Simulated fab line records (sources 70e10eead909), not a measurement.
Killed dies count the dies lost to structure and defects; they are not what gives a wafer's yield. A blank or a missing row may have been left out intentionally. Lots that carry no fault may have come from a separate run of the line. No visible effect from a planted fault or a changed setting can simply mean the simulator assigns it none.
A lot that was struck, set against a sound lot | flow nandHarc | 14 out of 1302 route steps
Sound: these wafers, L721.3, L721.4, L721.6. Wafers L732.2, L732.3, L732.6 were the ones struck. The cause is given at the end.
Per side, at each step with rows, come the tool, then ch with its chambers, and then its first start. Under that, the readings that differ: sound wafers | struck wafers | difference of the means | sigmas: that difference in standard deviations of wafers without a fault.
alike: same words and numbers on both sides, and readings whose means sit less than 2 such deviations apart. not compared: any withheld reading, any reading some wafer has no value for, any bound like >300 that may hide the same value, and any number with overlapping values for which the record gives no deviation.
Wherever a step has rows on one side only, a row that says differs or no value, or a row with sigmas, the two part there. Numbers that don't overlap but have no deviation are shown without sigmas and don't part them. A reading that every wafer of one side lacks parts them only if that side has two wafers or more.

first, 1 step without rows for these wafers: NHARC_A_CONTACT_STRIP_27 (strips in post etch residue remover, time 600 s).
NHARC_A_CONTACT_ALD_18: deposits TiN, target thk 3 nm, pulse time 1 s, ald cycles 150.
  sound on aldMetal-02 ch 0,1,2, day 23 07:42; struck on aldMetal-02 ch 0,2,3, day 27 10:24
  alike: heaterPowerOuterW, heaterPowerW, precursorPulseHeightRel
NHARC_A_CONTACT_CVD_19: deposits W, target thk 300 nm, time 802 s.
  sound: cvdW-01 ch 0,1; struck: cvdW-01 ch 0,1
  alike: heaterPowerOuterW, heaterPowerW, throttleValvePct
NHARC_A_CONTACT_CMP_20: polishes, t overpolish 30 s, target thk 300 nm.
  sound on cmp-01 ch 0,1,3, day 23 08:50; struck on cmp-02 ch 0,1,2, day 27 11:29
reading           | sound          | struck         | difference | sigmas
motorCurrentA (A) | 13.9 15.0 15.3 | 11.0 13.0 11.6 | -2.9       | -2
  alike: overpolishRunS, slurryFlowMlMin, timeToEndpointS
after that, 1 step had no rows for these wafers: NHARC_A_CONTACT_SRD_22.
NHARC_A_CONTACT_INSPECT_23:
  sound: defectInspect-01 at day 23 09:11; struck: defectInspect-01 at day 27 11:54
  alike: rawDefectCount
then, 5 steps without rows for these wafers: NHARC_A_BLC_DEHYDRATE_00 (time 120 s); NHARC_A_BLC_HMDS_01 (time 30 s); NHARC_A_BLC_COAT_02 (time 75 s); NHARC_A_BLC_COAT_03 (time 65 s); NHARC_A_BLC_COAT_04 (resist thk 90 nm).
NHARC_A_BLC_SOFTBAKE_05: time 55 s.
  sound on lithoTrack-04 ch 0, day 23 09:00; struck on lithoTrack-01 ch 0, day 27 11:00
reading               | sound                | struck               | difference                    | sigmas
heaterPowerTotalW (W) | 188.51 188.71 188.54 | 235.79 236.03 235.81 | +47.29                        | +99 or more
plateTempC (C)        | 104.92 105.06 104.92 | - - -                | no value on the struck wafers | 
  alike: exhaustPa
after that, 1 step had no rows for these wafers: NHARC_A_BLC_EBR_06.
NHARC_END_SORT_01:
  here the record holds rows for the struck wafers (prober-02 ch 0, day 29 06:14) but none for the sound ones

## WHERE THEY PART
At NHARC_A_CONTACT_CMP_20 first; at NHARC_END_SORT_01 last (within this record only).

WHY: whatever the simulator had introduced
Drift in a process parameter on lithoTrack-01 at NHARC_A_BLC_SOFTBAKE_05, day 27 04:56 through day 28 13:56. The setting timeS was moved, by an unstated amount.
